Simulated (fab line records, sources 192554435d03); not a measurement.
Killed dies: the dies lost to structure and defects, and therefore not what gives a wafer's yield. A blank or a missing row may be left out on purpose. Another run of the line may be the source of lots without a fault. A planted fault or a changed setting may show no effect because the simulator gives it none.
Chamber matching || flow n5-finfet || rie-diel-01 running N5_BEOL_M1_STRIP_36: 4 sister chambers
The step strips in N2/H2. 22 wafers are shown with their chamber, then 11 later ones without.

WAFERS PAIRED WITH THEIR CHAMBERS
{"wafer": "L074.1", "chamber": 0, "throttle-valve-pct (%)": 23.8, "showerhead-plenum-p-Torr (Torr)": 2.65, "drypump-motor-current-A (A)": 5.2}
{"wafer": "L074.2", "chamber": 3, "throttle-valve-pct (%)": 23.2, "showerhead-plenum-p-Torr (Torr)": 2.48, "drypump-motor-current-A (A)": 6.2}
{"wafer": "L074.3", "chamber": 1, "throttle-valve-pct (%)": 23.3, "showerhead-plenum-p-Torr (Torr)": 2.52, "drypump-motor-current-A (A)": 5.9}
{"wafer": "L078.2", "chamber": 2, "throttle-valve-pct (%)": 23.6, "showerhead-plenum-p-Torr (Torr)": 2.41, "drypump-motor-current-A (A)": 6.1}
{"wafer": "L078.4", "chamber": 0, "throttle-valve-pct (%)": 23.9, "showerhead-plenum-p-Torr (Torr)": 2.64, "drypump-motor-current-A (A)": 5.2}
{"wafer": "L078.5", "chamber": 1, "throttle-valve-pct (%)": 23.3, "showerhead-plenum-p-Torr (Torr)": 2.52, "drypump-motor-current-A (A)": 5.8}
{"wafer": "L080.1", "chamber": 2, "throttle-valve-pct (%)": 23.6, "showerhead-plenum-p-Torr (Torr)": 2.40, "drypump-motor-current-A (A)": 6.1}
{"wafer": "L080.4", "chamber": 3, "throttle-valve-pct (%)": 23.2, "showerhead-plenum-p-Torr (Torr)": 2.48, "drypump-motor-current-A (A)": 6.2}
{"wafer": "L080.6", "chamber": 2, "throttle-valve-pct (%)": 23.6, "showerhead-plenum-p-Torr (Torr)": 2.40, "drypump-motor-current-A (A)": 6.1}
{"wafer": "L082.1", "chamber": 3, "throttle-valve-pct (%)": 23.2, "showerhead-plenum-p-Torr (Torr)": 2.47, "drypump-motor-current-A (A)": 6.3}
{"wafer": "L082.4", "chamber": 2, "throttle-valve-pct (%)": 23.6, "showerhead-plenum-p-Torr (Torr)": 2.40, "drypump-motor-current-A (A)": 6.1}
{"wafer": "L082.5", "chamber": 3, "throttle-valve-pct (%)": 23.2, "showerhead-plenum-p-Torr (Torr)": 2.47, "drypump-motor-current-A (A)": 6.3}
{"wafer": "L085.2", "chamber": 0, "throttle-valve-pct (%)": 23.9, "showerhead-plenum-p-Torr (Torr)": 2.64, "drypump-motor-current-A (A)": 5.2}
{"wafer": "L085.4", "chamber": 3, "throttle-valve-pct (%)": 23.2, "showerhead-plenum-p-Torr (Torr)": 2.47, "drypump-motor-current-A (A)": 6.2}
{"wafer": "L085.6", "chamber": 1, "throttle-valve-pct (%)": 23.3, "showerhead-plenum-p-Torr (Torr)": 2.52, "drypump-motor-current-A (A)": 5.8}
{"wafer": "L084.1", "chamber": 0, "throttle-valve-pct (%)": 23.9, "showerhead-plenum-p-Torr (Torr)": 2.64, "drypump-motor-current-A (A)": 5.2}
{"wafer": "L084.5", "chamber": 3, "throttle-valve-pct (%)": 23.2, "showerhead-plenum-p-Torr (Torr)": 2.47, "drypump-motor-current-A (A)": 6.3}
{"wafer": "L084.6", "chamber": 0, "throttle-valve-pct (%)": 23.8, "showerhead-plenum-p-Torr (Torr)": 2.64, "drypump-motor-current-A (A)": 5.2}
{"wafer": "L090.2", "chamber": 1, "throttle-valve-pct (%)": 23.3, "showerhead-plenum-p-Torr (Torr)": 2.51, "drypump-motor-current-A (A)": 5.8}
{"wafer": "L090.3", "chamber": 2, "throttle-valve-pct (%)": 23.6, "showerhead-plenum-p-Torr (Torr)": 2.40, "drypump-motor-current-A (A)": 6.1}
{"wafer": "L090.4", "chamber": 3, "throttle-valve-pct (%)": 23.2, "showerhead-plenum-p-Torr (Torr)": 2.47, "drypump-motor-current-A (A)": 6.2}
{"wafer": "L089.3", "chamber": 3, "throttle-valve-pct (%)": 23.2, "showerhead-plenum-p-Torr (Torr)": 2.47, "drypump-motor-current-A (A)": 6.2}

SIGNATURES (averages over the wafers above)
{"reading": "throttle-valve-pct", "chamber 0": 23.860, "chamber 1": 23.300, "chamber 2": 23.600, "chamber 3": 23.200, "scatter within a chamber": 0.0258}
{"reading": "showerhead-plenum-p-Torr", "chamber 0": 2.6420, "chamber 1": 2.5175, "chamber 2": 2.4020, "chamber 3": 2.4725, "scatter within a chamber": 0.00462}
{"reading": "drypump-motor-current-A", "chamber 0": 5.200, "chamber 1": 5.825, "chamber 2": 6.100, "chamber 3": 6.237, "scatter within a chamber": 0.0382}
Rule: for a wafer and a chamber, the distance is found by dividing, reading by reading, the gap between the wafer's reading and the chamber's mean by the reading's scatter, squaring, summing and taking the root. The wafer belongs to the nearest chamber; if the next one is less than 2 further off, it can't be placed. The scatter is the square root of a quotient: the sum, over the shown wafers, of each reading's squared deviation from its chamber's mean, divided by wafers minus chambers.

WAFERS MISSING THEIR CHAMBER
{"wafer": "L089.4", "throttle-valve-pct (%)": 23.6, "showerhead-plenum-p-Torr (Torr)": 2.40, "drypump-motor-current-A (A)": 6.1}
{"wafer": "L089.5", "throttle-valve-pct (%)": 23.6, "showerhead-plenum-p-Torr (Torr)": 2.40, "drypump-motor-current-A (A)": 6.1}
{"wafer": "L092.2", "throttle-valve-pct (%)": 23.7, "showerhead-plenum-p-Torr (Torr)": 2.39, "drypump-motor-current-A (A)": 6.1}
{"wafer": "L092.5", "throttle-valve-pct (%)": 23.7, "showerhead-plenum-p-Torr (Torr)": 2.39, "drypump-motor-current-A (A)": 6.1}
{"wafer": "L092.6", "throttle-valve-pct (%)": 23.2, "showerhead-plenum-p-Torr (Torr)": 2.47, "drypump-motor-current-A (A)": 6.3}
{"wafer": "L093.1", "throttle-valve-pct (%)": 23.2, "showerhead-plenum-p-Torr (Torr)": 2.47, "drypump-motor-current-A (A)": 6.3}
{"wafer": "L093.2", "throttle-valve-pct (%)": 23.6, "showerhead-plenum-p-Torr (Torr)": 2.39, "drypump-motor-current-A (A)": 6.1}
{"wafer": "L093.3", "throttle-valve-pct (%)": 23.3, "showerhead-plenum-p-Torr (Torr)": 2.51, "drypump-motor-current-A (A)": 5.9}
{"wafer": "L096.1", "throttle-valve-pct (%)": 23.3, "showerhead-plenum-p-Torr (Torr)": 2.51, "drypump-motor-current-A (A)": 5.9}
{"wafer": "L096.2", "throttle-valve-pct (%)": 23.9, "showerhead-plenum-p-Torr (Torr)": 2.63, "drypump-motor-current-A (A)": 5.2}
{"wafer": "L096.4", "throttle-valve-pct (%)": 23.2, "showerhead-plenum-p-Torr (Torr)": 2.47, "drypump-motor-current-A (A)": 6.2}

WHICH CHAMBER EACH WENT THROUGH
{"wafer": "L089.4", "from the rows above": 2, "in truth": 2}
{"wafer": "L089.5", "from the rows above": 2, "in truth": 2}
{"wafer": "L092.2", "from the rows above": 2, "in truth": 2}
{"wafer": "L092.5", "from the rows above": 2, "in truth": 2}
{"wafer": "L092.6", "from the rows above": 3, "in truth": 3}
{"wafer": "L093.1", "from the rows above": 3, "in truth": 3}
{"wafer": "L093.2", "from the rows above": 2, "in truth": 2}
{"wafer": "L093.3", "from the rows above": 1, "in truth": 1}
{"wafer": "L096.1", "from the rows above": 1, "in truth": 1}
{"wafer": "L096.2", "from the rows above": 0, "in truth": 0}
{"wafer": "L096.4", "from the rows above": 3, "in truth": 3}
11 of 11 placed correctly. Not placeable from these rows: 0. 0 placed wrongly.
